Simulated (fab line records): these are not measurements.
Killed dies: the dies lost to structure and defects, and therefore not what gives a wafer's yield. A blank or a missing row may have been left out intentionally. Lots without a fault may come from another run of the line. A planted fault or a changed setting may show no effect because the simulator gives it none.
A lot that was struck, set against a sound lot | flow n5-finfet | 23 steps out of a route of 1938
Sound: wafers L530.2, L530.4, L530.5. The struck wafers were L517.3, L517.5, L517.6. The cause comes at the end.
For every step that has rows: the tool of each side, followed by ch and its chambers, followed by its first start. Under that, the readings that differ: sound wafers | struck wafers | difference of the means | sigmas: that difference in standard deviations of wafers without a fault.
alike: a reading whose means differ by less than 2 such deviations, as well as words and numbers matching on both sides. not compared: withheld readings; readings where some wafer has no value; bounds like >300 that might hide an equal value; numbers whose values overlap and for which the record gives no deviation.
The two part at a step that has a row with sigmas, a row that says differs or no value, or rows on one side only. Numbers that have no deviation but don't overlap get no sigmas and don't part them. A reading missing from all wafers of one side parts the sides only when that side holds two or more wafers.

first, 8 steps without rows for these wafers: N5_BEOL_M7_ANNEAL_51 (time 90 s); N5_BEOL_M7_CMP_52 (polishes, stops on SiCOH lowk, t overpolish 6.9 s, target thk 80 nm); N5_BEOL_M7_PRE_CLEAN_55 (time 15 s); N5_BEOL_M7_DEP_56 (deposits SiCN from 3MS/NH3, target thk 10 nm, time 17.5 s); N5_BEOL_M8_ILD_DEP_00 (deposits SiCOH lowk from DEMS/porogen, target thk 179.75 nm, time 33.4 s); N5_BEOL_M8_CURE_74 (cures SiCOH lowk, time 240 s); N5_BEOL_M8_PECVD_70 (deposits SiO2 from TEOS/O2, target thk 20 nm, time 22.7 s); N5_BEOL_M8_HM_DEP_02 (deposits TiN, target thk 20 nm).
N5_BEOL_M8_COAT_59: time 60 s, resist thk 100 nm.
  sound on litho-track-01 ch 0, day 14 22:10; struck on litho-track-05 ch 0, day 11 05:58
  reading                                  | sound                | struck               | difference | sigmas
  spin-speed-rpm (rpm)                     | 1500.6 1499.8 1499.4 | 1458.8 1458.7 1459.2 | -41.0      | -48
  model.SOC_of_BEOL_M8_COAT_59.thk-nm (nm) | 100.2 100.4 100.2    | 101.6 101.8 101.4    | +1.3       |
then, 9 steps without rows for these wafers: N5_BEOL_M8_COAT_60 (time 60 s, resist thk 35 nm); N5_BEOL_M8_COAT_05 (resist thk 90 nm); N5_BEOL_M8_EBR_07; N5_BEOL_M8_SOFTBAKE_06 (time 60 s); N5_BEOL_M8_EXPOSE_08 (exposes mask M8); N5_BEOL_M8_PEB_09 (peb time 60 s); N5_BEOL_M8_DEVELOP_10 (develop time 30 s); N5_BEOL_M8_DESCUM_16 (chemistry O2, time 7.9 s); N5_BEOL_M8_ETCH_61 (etches SiARC in CF4, target depth 45.5 nm, time 75.8 s).
N5_BEOL_M8_ETCH_62: etches SOC in N2/H2, target depth 110 nm, overetch 22 nm, time 165 s.
  sound on rie-diel-04 ch 0,1,2, day 14 22:46; struck on rie-diel-05 ch 0,3, day 11 06:23
  reading                  | sound             | struck            | difference | sigmas
  model.etch.depth-nm (nm) | 100.3 100.3 100.2 | 101.7 101.9 101.4 | +1.4       |
  alike: bias-w, drypump-motor-current-A, oes-product-au, rf-vpp-V, showerhead-plenum-p-Torr, throttle-valve-pct
  not compared: rf-hours-counter-h
then, 2 steps without rows for these wafers: N5_BEOL_M8_STRIP_68 (strips in N2/H2); N5_BEOL_M8_STRIP_67 (strips in CF4).
N5_BEOL_M8_HM_OPEN_17: chemistry Cl2/BCl3, target TiN, target depth 20 nm, overetch 6 nm.
  sound on rie-metal-03 ch 1, day 14 22:58; struck on rie-metal-02 ch 0,1, day 11 06:37
  reading                                  | sound          | struck         | difference | sigmas
  model.SOC_of_BEOL_M8_COAT_59.thk-nm (nm) | 92.6 92.6 92.6 | 94.2 94.4 93.6 | +1.5       |
  alike: bias-w, drypump-motor-current-A, oes-product-au, throttle-valve-pct
  not compared: rf-hours-counter-h
then, 1 step without rows for these wafers: N5_BEOL_M8_STRIP_19 (strips in O2).

## WHERE THEY PART
Only at N5_BEOL_M8_COAT_59, within this record. Later steps at which nothing parts them and some readings are alike: N5_BEOL_M8_ETCH_62, N5_BEOL_M8_HM_OPEN_17.

WHY: whatever the simulator had introduced
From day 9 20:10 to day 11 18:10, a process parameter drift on litho-track-05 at N5_BEOL_M8_COAT_59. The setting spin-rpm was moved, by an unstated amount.
